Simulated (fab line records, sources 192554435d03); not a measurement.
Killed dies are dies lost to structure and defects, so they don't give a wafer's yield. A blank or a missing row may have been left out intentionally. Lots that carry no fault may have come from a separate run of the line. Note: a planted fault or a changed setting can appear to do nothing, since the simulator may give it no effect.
A struck lot beside a sound one + flow n5 finfet + 15 out of 1938 route steps
Sound: wafers L309.2, L309.4, L309.6. Struck: wafers L323.3, L323.4, L323.6. The cause comes at the end.
Per side, at each step with rows, come the tool, then ch with its chambers, and then its first start. Under that, the readings that differ: sound wafers + struck wafers + difference of the means + sigmas: that difference in standard deviations of wafers without a fault.
alike: words and numbers the same on both sides, and readings whose means are apart by under 2 such deviations; not compared: readings that were withheld, readings missing a value for some wafer, numbers with overlapping values and no deviation given by the record, and bounds like >300 which may hide the same value.
Wherever a step has rows on one side only, a row that says differs or no value, or a row with sigmas, the two part there. Non-overlapping numbers with no deviation appear without sigmas and do not part them. Lack of a reading on every wafer of one side parts them only where that side has two or more wafers.

first, 1 step without rows for these wafers: N5_MOL_CONTACT_COAG_DESCUM_13 (chemistry O2, time 7 s).
N5_MOL_CONTACT_COAG_ETCH_59: etches underlayer in N2/H2, target depth 13 nm, time 10.4 s.
  sound on rie diel-02 ch 1,3, day 5 16:34; struck on rie diel-01 ch 2,3, day 9 03:05
  alike: drypump motor current A, etch rf on time s, oes product au, rf vpp V, showerhead plenum p Torr, throttle valve pct
  not compared: rf hours counter h
then, 1 step without rows for these wafers: N5_MOL_CONTACT_COAG_ETCH_105 (etches SiARC in CF4, target depth 15.6 nm, time 26 s).
N5_MOL_CONTACT_COAG_ETCH_106: etches SOC in N2/H2, target depth 80 nm, overetch 16 nm, time 120 s.
  sound on rie diel-02 ch 1,3, day 5 16:37; struck on rie diel-01 ch 2,3, day 9 03:08
  alike: drypump motor current A, oes product au, rf vpp V, showerhead plenum p Torr, throttle valve pct
  not compared: rf hours counter h
then, 2 steps without rows for these wafers: N5_MOL_CONTACT_COAG_STRIP_107 (strips in N2/H2); N5_MOL_CONTACT_COAG_STRIP_108 (strips in N2/H2).
N5_MOL_CONTACT_COAG_CONTACT_ETCH_14: etches SiO2 in C4F6/O2, target depth 27.5 nm, overetch 8.5 nm, time 20 s.
  sound on rie diel-02 ch 1,3, day 5 16:43; struck on rie diel-01 ch 2,3, day 9 03:14
  alike: drypump motor current A, oes_o_777_au, oes product au, rf vpp V, showerhead plenum p Torr, throttle valve pct
  not compared: rf hours counter h
then, 1 step without rows for these wafers: N5_MOL_CONTACT_COAG_STRIP_109 (strips in C4F6/O2).
N5_MOL_CONTACT_COAG_ETCH_15: etches SiNx in CH3F/O2, stops on Si:P, target depth 7 nm.
  sound on rie diel-02 ch 1,3, day 5 16:44; struck on rie diel-01 ch 2,3, day 9 03:16
| reading      | sound       | struck      | difference | sigmas |
|--------------|-------------|-------------|------------|--------|
| rf vpp V (V) | 292 293 288 | 306 296 306 | +12        | +2     |
  alike: drypump motor current A, oes_o_777_au, oes product au, showerhead plenum p Torr, throttle valve pct
  not compared: rf hours counter h
N5_MOL_CONTACT_COAG_ETCH_110: etches Si in CF4/O2, target depth 2.5 nm, time 8 s.
  sound on rie diel-02 ch 1,3, day 5 16:48; struck on rie diel-01 ch 2,3, day 9 03:19
| reading      | sound             | struck            | difference | sigmas |
|--------------|-------------------|-------------------|------------|--------|
| rf vpp V (V) | 123.6 123.4 123.4 | 131.1 127.0 133.1 | +6.9       | +2     |
  alike: drypump motor current A, oes_o_777_au, oes product au, showerhead plenum p Torr, throttle valve pct
  not compared: rf hours counter h
then, 1 step without rows for these wafers: N5_MOL_CONTACT_COAG_STRIP_98 (strips in N2/H2).
N5_MOL_CONTACT_COAG_CD_MEAS_99: the cd target is 17.2 nm.
  struck on cd sem-01, day 9 03:27; sound on cd sem-01, day 5 16:55
  alike: cd nm
N5_MOL_CONTACT_COAG_IMPLANT_129:
  sound on implanter-01 ch 0, day 5 16:59; struck on implanter-01 ch 0, day 9 03:32
| reading                          | sound                   | struck                   | difference | sigmas      |
|----------------------------------|-------------------------|--------------------------|------------|-------------|
| beam energy keV                  | 3.0000 3.0010 2.9999    | 7.7907 7.7908 7.7908     | +4.7905    | +99 or more |
| end station pressure torr (Torr) | 6.4e-06 6.2e-06 5.3e-06 | 1.07e-05 1.1e-05 1.1e-05 | +4.93e-06  | +15         |
| model.implant.rp nm (nm)         | 6.078 6.078 6.078       | 10.61 10.61 10.61        | +4.53      |             |
| model.implant.drp nm (nm)        | 2.134 2.134 2.134       | 3.889 3.889 3.889        | +1.755     |             |
then, 1 step without rows for these wafers: N5_MOL_CONTACT_COAG_PRECLEAN_111 (cleans in NF3:NH3, afs cycles 1, time 20 s, sublimation time 60 s).
-- here the record skips 3 days between the struck wafers' starts before and after, leaving off in module MOL_CONTACT_COAG and picking up in module BEOL_M4 (first step shown: number 1111 of the route) --
N5_BEOL_M4_RC_MEAS_101:
  sound on prober-02 ch 0, day 8 11:43; struck on prober-01 ch 0, day 12 04:46
  alike: DIBL_N, DIBL_P, IOFF_N, IOFF_P, ION_N, ION_P, SS_N, SS_P, VT_N, VT_P

== WHERE THEY PART ==
Earliest at N5_MOL_CONTACT_COAG_ETCH_15; latest, in this record, at N5_MOL_CONTACT_COAG_IMPLANT_129. Later steps at which nothing parts them and some readings are alike: N5_BEOL_M4_RC_MEAS_101.

WHY: whatever the simulator had introduced
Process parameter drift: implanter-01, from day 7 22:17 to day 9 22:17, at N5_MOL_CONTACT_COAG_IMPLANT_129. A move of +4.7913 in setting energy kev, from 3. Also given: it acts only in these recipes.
